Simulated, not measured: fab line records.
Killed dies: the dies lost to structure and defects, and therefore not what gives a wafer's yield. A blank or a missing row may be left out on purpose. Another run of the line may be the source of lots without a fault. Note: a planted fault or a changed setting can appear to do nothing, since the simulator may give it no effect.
Matching of chambers ; flow nandHarc ; pecvd-02 running NHARC_A_CONTACT_DEP_29: 3 sister chambers
The step deposits SiON, target thk 100 nm. 22 wafers are shown with their chamber, then 11 later ones without.

## WAFERS PAIRED WITH THEIR CHAMBERS
wafer;chamber;heaterPowerOuterW (W);heaterPowerW (W);susceptorTempC (C)
L076.3;1;395;639;399.67
L076.5;1;413;638;399.84
L076.6;0;473;750;400.08
L077.2;1;455;683;399.54
L077.3;2;489;750;400.12
L077.4;0;512;836;400.09
L079.3;2;542;811;400.13
L079.4;2;544;823;400.22
L079.5;1;435;659;400.36
L081.2;0;516;838;400.10
L081.4;1;462;696;400.08
L081.5;2;559;860;400.32
L082.3;1;442;692;399.78
L082.4;2;501;741;400.30
L082.6;0;536;831;399.76
L086.1;1;424;682;400.38
L086.3;2;565;873;400.16
L086.4;2;557;861;400.26
L089.2;2;539;831;399.86
L089.3;0;445;704;400.19
L089.6;0;450;721;400.01
L090.1;1;415;641;399.83

SIGNATURES, as means of the wafers listed above
reading;chamber 0;chamber 1;chamber 2;scatter within a chamber
heaterPowerOuterW;488.67;430.12;537.00;29.1
heaterPowerW;780.00;666.25;818.75;46.5
susceptorTempC;400.0383;399.9350;400.1712;0.221
Rule: distance of a wafer from a chamber = root of the sum over the readings of ((wafer's reading minus chamber's mean) / reading's scatter) squared. If the next closest chamber is less than 2 further off than the closest, the wafer can't be placed; otherwise it belongs to the closest. The scatter: the root of (the sum of the squares of (reading less its chamber's mean) over the shown wafers, divided by (wafers less chambers)).

## WAFERS WHOSE CHAMBER IS MISSING
wafer;heaterPowerOuterW (W);heaterPowerW (W);susceptorTempC (C)
L090.3;554;822;399.87
L090.5;572;860;399.83
L091.1;472;722;399.90
L091.3;387;615;399.68
L091.6;388;620;400.05
L092.1;548;833;400.02
L092.2;458;686;400.24
L092.3;514;810;400.01
L096.3;483;730;399.96
L096.4;490;783;399.80
L096.5;390;605;400.14

## EACH ONE'S CHAMBER
wafer;from the rows above;in truth
L090.3;can't be placed: 2 or 0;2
L090.5;can't be placed: 2 or 0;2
L091.1;can't be placed: 0 or 1 or 2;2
L091.3;1;1
L091.6;1;1
L092.1;can't be placed: 2 or 0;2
L092.2;can't be placed: 1 or 0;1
L092.3;can't be placed: 0 or 2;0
L096.3;can't be placed: 0 or 1 or 2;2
L096.4;can't be placed: 0 or 2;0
L096.5;1;1
Correct placement for 3 of the 11. From these rows, 8 cannot be placed; in 8 the true chamber is one of the candidates. 0 placed wrongly.
